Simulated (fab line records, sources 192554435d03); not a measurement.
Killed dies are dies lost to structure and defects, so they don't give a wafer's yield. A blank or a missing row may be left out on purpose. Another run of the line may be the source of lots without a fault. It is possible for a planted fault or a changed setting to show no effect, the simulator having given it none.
The tool behind it: which one? || flow n5 finfet || 24 lots, 72 wafers sampled, at 5 steps of a route of 1938

WHAT THE GAUGES SHOWED, per wafer
N5_BEOL_M13_OCD_MEAS_35.
{"lot": "L075", "measured": "day 11 18:47", "on": "ocd-02", "trench depth nm (nm)": "423 409 410"}
{"lot": "L074", "measured": "day 12 03:35", "on": "ocd-02", "trench depth nm (nm)": "424 420 412"}
{"lot": "L076", "measured": "day 12 04:04", "on": "ocd-02", "trench depth nm (nm)": "409 421 409"}
{"lot": "L077", "measured": "day 12 04:30", "on": "ocd-01", "trench depth nm (nm)": "422 406 416"}
{"lot": "L078", "measured": "day 12 19:52", "on": "ocd-01", "trench depth nm (nm)": "401 422 403"}
{"lot": "L079", "measured": "day 12 20:26", "on": "ocd-02", "trench depth nm (nm)": "423 412 420"}
{"lot": "L082", "measured": "day 13 09:23", "on": "ocd-01", "trench depth nm (nm)": "411 418 410"}
{"lot": "L080", "measured": "day 13 12:56", "on": "ocd-02", "trench depth nm (nm)": "421 412 407"}
{"lot": "L081", "measured": "day 13 13:47", "on": "ocd-01", "trench depth nm (nm)": "425 428 409"}
{"lot": "L083", "measured": "day 14 03:30", "on": "ocd-01", "trench depth nm (nm)": "416 416 403"}
{"lot": "L086", "measured": "day 14 11:50", "on": "ocd-02", "trench depth nm (nm)": "415 407 411"}
{"lot": "L085", "measured": "day 14 17:06", "on": "ocd-02", "trench depth nm (nm)": "411 420 410"}
{"lot": "L084", "measured": "day 14 17:49", "on": "ocd-02", "trench depth nm (nm)": "409 414 414"}
{"lot": "L089", "measured": "day 15 01:26", "on": "ocd-02", "trench depth nm (nm)": "426 408 417"}
{"lot": "L087", "measured": "day 15 02:26", "on": "ocd-01", "trench depth nm (nm)": "412 406 410"}
{"lot": "L088", "measured": "day 15 05:46", "on": "ocd-02", "trench depth nm (nm)": "404 424 411"}
{"lot": "L091", "measured": "day 15 06:23", "on": "ocd-02", "trench depth nm (nm)": "425 405 406"}
{"lot": "L090", "measured": "day 15 08:35", "on": "ocd-02", "trench depth nm (nm)": "406 413 409"}
{"lot": "L092", "measured": "day 15 12:53", "on": "ocd-02", "trench depth nm (nm)": "414 417 416"}
{"lot": "L093", "measured": "day 15 14:25", "on": "ocd-02", "trench depth nm (nm)": "417 403 405"}
{"lot": "L094", "measured": "day 16 16:28", "on": "ocd-02", "trench depth nm (nm)": "415 407 417"}
{"lot": "L095", "measured": "day 16 23:13", "on": "ocd-02", "trench depth nm (nm)": "407 416 420"}
{"lot": "L097", "measured": "day 17 03:31", "on": "ocd-02", "trench depth nm (nm)": "419 409 421"}
{"lot": "L096", "measured": "day 17 09:36", "on": "ocd-01", "trench depth nm (nm)": "398 409 415"}

N5_BEOL_M13_INSPECT_55: inspects for defects (darkfield).
{"lot": "L075", "measured": "day 12 00:54", "on": "defect inspect-01", "raw defect count": "84 94 77"}
{"lot": "L074", "measured": "day 12 12:20", "on": "defect inspect-01", "raw defect count": "55 86 133"}
{"lot": "L076", "measured": "day 12 12:47", "on": "defect inspect-01", "raw defect count": "57 51 57"}
{"lot": "L077", "measured": "day 12 12:47", "on": "defect inspect-02", "raw defect count": "139 74 62"}
{"lot": "L078", "measured": "day 12 23:35", "on": "defect inspect-02", "raw defect count": "31 65 46"}
{"lot": "L079", "measured": "day 13 03:31", "on": "defect inspect-02", "raw defect count": "85 90 80"}
{"lot": "L082", "measured": "day 13 11:50", "on": "defect inspect-02", "raw defect count": "78 57 38"}
{"lot": "L080", "measured": "day 13 15:21", "on": "defect inspect-02", "raw defect count": "77 49 60"}
{"lot": "L081", "measured": "day 13 15:53", "on": "defect inspect-02", "raw defect count": "130 101 112"}
{"lot": "L083", "measured": "day 14 08:19", "on": "defect inspect-02", "raw defect count": "55 120 77"}
{"lot": "L086", "measured": "day 14 16:57", "on": "defect inspect-01", "raw defect count": "69 42 44"}
{"lot": "L085", "measured": "day 14 20:30", "on": "defect inspect-01", "raw defect count": "102 63 97"}
{"lot": "L084", "measured": "day 14 22:57", "on": "defect inspect-02", "raw defect count": "65 46 69"}
{"lot": "L089", "measured": "day 15 04:05", "on": "defect inspect-01", "raw defect count": "32 51 74"}
{"lot": "L087", "measured": "day 15 06:48", "on": "defect inspect-01", "raw defect count": "70 73 86"}
{"lot": "L088", "measured": "day 15 07:28", "on": "defect inspect-02", "raw defect count": "92 74 72"}
{"lot": "L091", "measured": "day 15 10:01", "on": "defect inspect-02", "raw defect count": "63 92 76"}
{"lot": "L090", "measured": "day 15 12:05", "on": "defect inspect-02", "raw defect count": "69 57 64"}
{"lot": "L092", "measured": "day 15 21:59", "on": "defect inspect-02", "raw defect count": "94 108 72"}
{"lot": "L093", "measured": "day 16 00:33", "on": "defect inspect-01", "raw defect count": "97 90 108"}
{"lot": "L094", "measured": "day 16 19:21", "on": "defect inspect-02", "raw defect count": "64 48 55"}
{"lot": "L095", "measured": "day 17 01:19", "on": "defect inspect-01", "raw defect count": "71 60 53"}
{"lot": "L097", "measured": "day 17 06:42", "on": "defect inspect-02", "raw defect count": "45 31 42"}
{"lot": "L096", "measured": "day 17 14:25", "on": "defect inspect-02", "raw defect count": "76 116 103"}

N5_BEOL_M14_INSPECT_12: inspects for defects (macro).
{"lot": "L075", "measured": "day 12 01:29", "on": "defect inspect-01", "raw defect count": "2 1 2"}
{"lot": "L074", "measured": "day 12 13:03", "on": "defect inspect-01", "raw defect count": "0 2 2"}
{"lot": "L076", "measured": "day 12 13:30", "on": "defect inspect-01", "raw defect count": "2 2 6"}
{"lot": "L077", "measured": "day 12 13:40", "on": "defect inspect-01", "raw defect count": "3 0 1"}
{"lot": "L078", "measured": "day 13 00:19", "on": "defect inspect-01", "raw defect count": "4 3 1"}
{"lot": "L079", "measured": "day 13 04:07", "on": "defect inspect-01", "raw defect count": "0 0 3"}
{"lot": "L082", "measured": "day 13 12:33", "on": "defect inspect-01", "raw defect count": "2 1 1"}
{"lot": "L080", "measured": "day 13 16:04", "on": "defect inspect-02", "raw defect count": "3 3 0"}
{"lot": "L081", "measured": "day 13 16:37", "on": "defect inspect-02", "raw defect count": "1 3 2"}
{"lot": "L083", "measured": "day 14 08:59", "on": "defect inspect-02", "raw defect count": "2 2 2"}
{"lot": "L086", "measured": "day 14 17:32", "on": "defect inspect-02", "raw defect count": "3 2 2"}
{"lot": "L085", "measured": "day 14 21:13", "on": "defect inspect-02", "raw defect count": "0 5 2"}
{"lot": "L084", "measured": "day 14 23:40", "on": "defect inspect-01", "raw defect count": "2 3 3"}
{"lot": "L089", "measured": "day 15 04:47", "on": "defect inspect-01", "raw defect count": "4 0 3"}
{"lot": "L087", "measured": "day 15 07:23", "on": "defect inspect-01", "raw defect count": "1 2 3"}
{"lot": "L088", "measured": "day 15 08:11", "on": "defect inspect-01", "raw defect count": "3 5 0"}
{"lot": "L091", "measured": "day 15 10:37", "on": "defect inspect-01", "raw defect count": "2 0 1"}
{"lot": "L090", "measured": "day 15 12:48", "on": "defect inspect-02", "raw defect count": "6 1 1"}
{"lot": "L092", "measured": "day 15 22:34", "on": "defect inspect-01", "raw defect count": "2 2 0"}
{"lot": "L093", "measured": "day 16 01:08", "on": "defect inspect-01", "raw defect count": "0 3 1"}
{"lot": "L094", "measured": "day 16 20:04", "on": "defect inspect-02", "raw defect count": "2 4 2"}
{"lot": "L095", "measured": "day 17 02:01", "on": "defect inspect-01", "raw defect count": "2 2 4"}
{"lot": "L097", "measured": "day 17 07:25", "on": "defect inspect-01", "raw defect count": "2 3 4"}
{"lot": "L096", "measured": "day 17 15:05", "on": "defect inspect-02", "raw defect count": "4 2 1"}

N5_BEOL_M14_CD_MEAS_28 targets a cd of 284.4 nm.
{"lot": "L075", "measured": "day 12 02:25", "on": "cd sem-02", "cd nm (nm)": "287.6 285.2 284.5"}
{"lot": "L074", "measured": "day 12 14:08", "on": "cd sem-03", "cd nm (nm)": "286.9 287.8 283.8"}
{"lot": "L076", "measured": "day 12 14:25", "on": "cd sem-02", "cd nm (nm)": "283.3 285.7 282.9"}
{"lot": "L077", "measured": "day 12 14:37", "on": "cd sem-02", "cd nm (nm)": "290.1 287.7 289.5"}
{"lot": "L078", "measured": "day 13 01:47", "on": "cd sem-01", "cd nm (nm)": "284.3 285.2 284.6"}
{"lot": "L079", "measured": "day 13 04:59", "on": "cd sem-03", "cd nm (nm)": "283.5 284.5 284.0"}
{"lot": "L082", "measured": "day 13 13:21", "on": "cd sem-01", "cd nm (nm)": "286.5 284.8 283.6"}
{"lot": "L080", "measured": "day 13 16:59", "on": "cd sem-03", "cd nm (nm)": "286.9 283.5 284.0"}
{"lot": "L081", "measured": "day 13 17:35", "on": "cd sem-01", "cd nm (nm)": "282.5 285.1 284.2"}
{"lot": "L083", "measured": "day 14 09:46", "on": "cd sem-03", "cd nm (nm)": "283.0 283.5 280.6"}
{"lot": "L086", "measured": "day 14 18:20", "on": "cd sem-03", "cd nm (nm)": "285.6 285.6 288.8"}
{"lot": "L085", "measured": "day 14 22:01", "on": "cd sem-02", "cd nm (nm)": "284.4 287.2 288.5"}
{"lot": "L084", "measured": "day 15 00:28", "on": "cd sem-02", "cd nm (nm)": "282.1 282.8 282.8"}
{"lot": "L089", "measured": "day 15 05:35", "on": "cd sem-01", "cd nm (nm)": "285.0 283.3 282.9"}
{"lot": "L087", "measured": "day 15 08:11", "on": "cd sem-02", "cd nm (nm)": "284.6 283.9 283.6"}
{"lot": "L088", "measured": "day 15 09:06", "on": "cd sem-03", "cd nm (nm)": "284.3 284.0 282.6"}
{"lot": "L091", "measured": "day 15 11:32", "on": "cd sem-01", "cd nm (nm)": "289.1 288.3 286.8"}
{"lot": "L090", "measured": "day 15 13:53", "on": "cd sem-02", "cd nm (nm)": "284.3 285.4 284.2"}
{"lot": "L092", "measured": "day 15 23:31", "on": "cd sem-03", "cd nm (nm)": "285.1 284.9 285.5"}
{"lot": "L093", "measured": "day 16 02:04", "on": "cd sem-01", "cd nm (nm)": "286.4 285.7 285.6"}
{"lot": "L094", "measured": "day 16 21:00", "on": "cd sem-01", "cd nm (nm)": "283.0 284.5 284.5"}
{"lot": "L095", "measured": "day 17 02:59", "on": "cd sem-02", "cd nm (nm)": "285.0 285.0 285.3"}
{"lot": "L097", "measured": "day 17 08:12", "on": "cd sem-01", "cd nm (nm)": "282.5 284.8 285.1"}
{"lot": "L096", "measured": "day 17 16:00", "on": "cd sem-02", "cd nm (nm)": "283.5 284.0 285.0"}

TOOL THAT RAN EACH LOT (tool first, then ch and the chambers of the sampled wafers, then the start)
{"lot": "L075", "N5_BEOL_M14_STRIP_63": "rie diel-01 ch 0,2, day 12 02:25 or earlier"}
{"lot": "L074", "N5_BEOL_M14_STRIP_63": "rie diel-05 ch 2,3, day 12 14:08 or earlier"}
{"lot": "L076", "N5_BEOL_M14_STRIP_63": "rie diel-01 ch 0,2, day 12 14:25 or earlier"}
{"lot": "L077", "N5_BEOL_M14_STRIP_63": "rie diel-05 ch 0,2,3, day 12 14:37 or earlier"}
{"lot": "L078", "N5_BEOL_M14_STRIP_63": "rie diel-06 ch 0,2, day 13 01:47 or earlier"}
{"lot": "L079", "N5_BEOL_M14_STRIP_63": "rie diel-01 ch 0,1,3, day 13 04:59 or earlier"}
{"lot": "L082", "N5_BEOL_M14_STRIP_63": "rie diel-01 ch 0,3, day 13 13:21 or earlier"}
{"lot": "L080", "N5_BEOL_M14_STRIP_63": "rie diel-05 ch 2,3, day 13 16:59 or earlier"}
{"lot": "L081", "N5_BEOL_M14_STRIP_63": "rie diel-06 ch 2,3, day 13 17:35 or earlier"}
{"lot": "L083", "N5_BEOL_M14_STRIP_63": "rie diel-05 ch 0,2,3, day 14 09:46 or earlier"}
{"lot": "L086", "N5_BEOL_M14_STRIP_63": "rie diel-06 ch 0,2,3, day 14 18:20 or earlier"}
{"lot": "L085", "N5_BEOL_M14_STRIP_63": "rie diel-01 ch 0,3, day 14 22:01 or earlier"}
{"lot": "L084", "N5_BEOL_M14_STRIP_63": "rie diel-06 ch 0,1,2, day 15 00:28 or earlier"}
{"lot": "L089", "N5_BEOL_M14_STRIP_63": "rie diel-01 ch 1,2, day 15 05:35 or earlier"}
{"lot": "L087", "N5_BEOL_M14_STRIP_63": "rie diel-01 ch 0,1,2, day 15 08:11 or earlier"}
{"lot": "L088", "N5_BEOL_M14_STRIP_63": "rie diel-01 ch 0,1,2, day 15 09:06 or earlier"}
{"lot": "L091", "N5_BEOL_M14_STRIP_63": "rie diel-06 ch 2,3, day 15 11:32 or earlier"}
{"lot": "L090", "N5_BEOL_M14_STRIP_63": "rie diel-01 ch 0,1,2, day 15 13:53 or earlier"}
{"lot": "L092", "N5_BEOL_M14_STRIP_63": "rie diel-05 ch 2,3, day 15 23:31 or earlier"}
{"lot": "L093", "N5_BEOL_M14_STRIP_63": "rie diel-01 ch 1,2,3, day 16 02:04 or earlier"}
{"lot": "L094", "N5_BEOL_M14_STRIP_63": "rie diel-01 ch 2,3, day 16 21:00 or earlier"}
{"lot": "L095", "N5_BEOL_M14_STRIP_63": "rie diel-01 ch 1,2,3, day 17 02:59 or earlier"}
{"lot": "L097", "N5_BEOL_M14_STRIP_63": "rie diel-05 ch 0,1,3, day 17 08:12 or earlier"}
{"lot": "L096", "N5_BEOL_M14_STRIP_63": "rie diel-06 ch 0,1,3, day 17 16:00 or earlier"}
- N5_BEOL_M14_STRIP_63: strips in O2.

AS READ BY THE TOOLS THEMSELVES (means over the sampled wafers that have a number; for cases with no such wafer, the mark the record gives instead)
N5_BEOL_M14_STRIP_63.
{"lot": "L075", "tool": "rie diel-01", "drypump motor current A (A)": 5.3, "oes product au (a.u.)": 0.83, "rf vpp V (V)": 4.1, "showerhead plenum p Torr (Torr)": 2.14, "throttle valve pct (%)": 16.64}
{"lot": "L074", "tool": "rie diel-05", "drypump motor current A (A)": 6.1, "oes product au (a.u.)": 0.87, "rf vpp V (V)": 3.7, "showerhead plenum p Torr (Torr)": 2.10, "throttle valve pct (%)": 16.59}
{"lot": "L076", "tool": "rie diel-01", "drypump motor current A (A)": 5.2, "oes product au (a.u.)": 0.82, "rf vpp V (V)": 2.8, "showerhead plenum p Torr (Torr)": 2.14, "throttle valve pct (%)": 16.64}
{"lot": "L077", "tool": "rie diel-05", "drypump motor current A (A)": 5.9, "oes product au (a.u.)": 0.83, "rf vpp V (V)": 3.6, "showerhead plenum p Torr (Torr)": 2.09, "throttle valve pct (%)": 16.57}
{"lot": "L078", "tool": "rie diel-06", "drypump motor current A (A)": 5.3, "oes product au (a.u.)": 0.78, "rf vpp V (V)": 3.8, "showerhead plenum p Torr (Torr)": 2.17, "throttle valve pct (%)": 16.68}
{"lot": "L079", "tool": "rie diel-01", "drypump motor current A (A)": 5.7, "oes product au (a.u.)": 0.85, "rf vpp V (V)": 4.1, "showerhead plenum p Torr (Torr)": 2.13, "throttle valve pct (%)": 16.66}
{"lot": "L082", "tool": "rie diel-01", "drypump motor current A (A)": 5.5, "oes product au (a.u.)": 0.85, "rf vpp V (V)": 3.5, "showerhead plenum p Torr (Torr)": 2.14, "throttle valve pct (%)": 16.65}
{"lot": "L080", "tool": "rie diel-05", "drypump motor current A (A)": 6.1, "oes product au (a.u.)": 0.86, "rf vpp V (V)": 3.6, "showerhead plenum p Torr (Torr)": 2.09, "throttle valve pct (%)": 16.59}
{"lot": "L081", "tool": "rie diel-06", "drypump motor current A (A)": 5.2, "oes product au (a.u.)": 0.82, "rf vpp V (V)": 4.0, "showerhead plenum p Torr (Torr)": 2.18, "throttle valve pct (%)": 16.58}
{"lot": "L083", "tool": "rie diel-05", "drypump motor current A (A)": 5.9, "oes product au (a.u.)": 0.81, "rf vpp V (V)": 3.8, "showerhead plenum p Torr (Torr)": 2.09, "throttle valve pct (%)": 16.59}
{"lot": "L086", "tool": "rie diel-06", "drypump motor current A (A)": 5.2, "oes product au (a.u.)": 0.80, "rf vpp V (V)": 4.9, "showerhead plenum p Torr (Torr)": 2.14, "throttle valve pct (%)": 16.73}
{"lot": "L085", "tool": "rie diel-01", "drypump motor current A (A)": 5.5, "oes product au (a.u.)": 0.87, "rf vpp V (V)": 3.7, "showerhead plenum p Torr (Torr)": 2.14, "throttle valve pct (%)": 16.63}
{"lot": "L084", "tool": "rie diel-06", "drypump motor current A (A)": 5.6, "oes product au (a.u.)": 0.82, "rf vpp V (V)": 3.7, "showerhead plenum p Torr (Torr)": 2.17, "throttle valve pct (%)": 16.62}
{"lot": "L089", "tool": "rie diel-01", "drypump motor current A (A)": 5.7, "oes product au (a.u.)": 0.79, "rf vpp V (V)": 3.5, "showerhead plenum p Torr (Torr)": 2.11, "throttle valve pct (%)": 16.75}
{"lot": "L087", "tool": "rie diel-01", "drypump motor current A (A)": 5.5, "oes product au (a.u.)": 0.80, "rf vpp V (V)": 3.9, "showerhead plenum p Torr (Torr)": 2.12, "throttle valve pct (%)": 16.71}
{"lot": "L088", "tool": "rie diel-01", "drypump motor current A (A)": 5.5, "oes product au (a.u.)": 0.80, "rf vpp V (V)": 3.9, "showerhead plenum p Torr (Torr)": 2.12, "throttle valve pct (%)": 16.72}
{"lot": "L091", "tool": "rie diel-06", "drypump motor current A (A)": 5.2, "oes product au (a.u.)": 0.82, "rf vpp V (V)": 4.7, "showerhead plenum p Torr (Torr)": 2.17, "throttle valve pct (%)": 16.63}
{"lot": "L090", "tool": "rie diel-01", "drypump motor current A (A)": 5.5, "oes product au (a.u.)": 0.79, "rf vpp V (V)": 3.6, "showerhead plenum p Torr (Torr)": 2.12, "throttle valve pct (%)": 16.73}
{"lot": "L092", "tool": "rie diel-05", "drypump motor current A (A)": 6.0, "oes product au (a.u.)": 0.80, "rf vpp V (V)": 3.2, "showerhead plenum p Torr (Torr)": 2.06, "throttle valve pct (%)": 16.79}
{"lot": "L093", "tool": "rie diel-01", "drypump motor current A (A)": 5.5, "oes product au (a.u.)": 0.83, "rf vpp V (V)": 3.2, "showerhead plenum p Torr (Torr)": 2.13, "throttle valve pct (%)": 16.69}
{"lot": "L094", "tool": "rie diel-01", "drypump motor current A (A)": 5.4, "oes product au (a.u.)": 0.86, "rf vpp V (V)": 4.2, "showerhead plenum p Torr (Torr)": 2.14, "throttle valve pct (%)": 16.65}
{"lot": "L095", "tool": "rie diel-01", "drypump motor current A (A)": 5.5, "oes product au (a.u.)": 0.82, "rf vpp V (V)": 3.7, "showerhead plenum p Torr (Torr)": 2.12, "throttle valve pct (%)": 16.71}
{"lot": "L097", "tool": "rie diel-05", "drypump motor current A (A)": 6.0, "oes product au (a.u.)": 0.79, "rf vpp V (V)": 3.3, "showerhead plenum p Torr (Torr)": 2.07, "throttle valve pct (%)": 16.61}
{"lot": "L096", "tool": "rie diel-06", "drypump motor current A (A)": 5.5, "oes product au (a.u.)": 0.81, "rf vpp V (V)": 3.5, "showerhead plenum p Torr (Torr)": 2.14, "throttle valve pct (%)": 16.67}

THE ANSWER, worked out from the rows above alone
Rule: the lots themselves supply what counts as usual. Put in order of their means at a reading, lots are off if they are a third of the lots or fewer, leave a main group of 4 or more, and stand apart from it by a gap of 3 or more times the standard deviation of the main group's means; of several such gaps the widest counts. The tables above print the reading to a certain number of digits; a main group whose means all agree to those digits is not used. Also off: a lot with no number at a reading for which 4 or more lots have one. Where the step has rows for the other lots, those lots are counted as sound. The gauges are gone through in route order, then the tools' own readings, and for those a lot's mean is taken as printed above. The first step at which some lot is off is used, and at that step the reading that is off furthest; a lot without a number counts as furthest.
No lot is off at any reading shown: from this, nothing can be told.

WHAT THE SIMULATOR PUT IN
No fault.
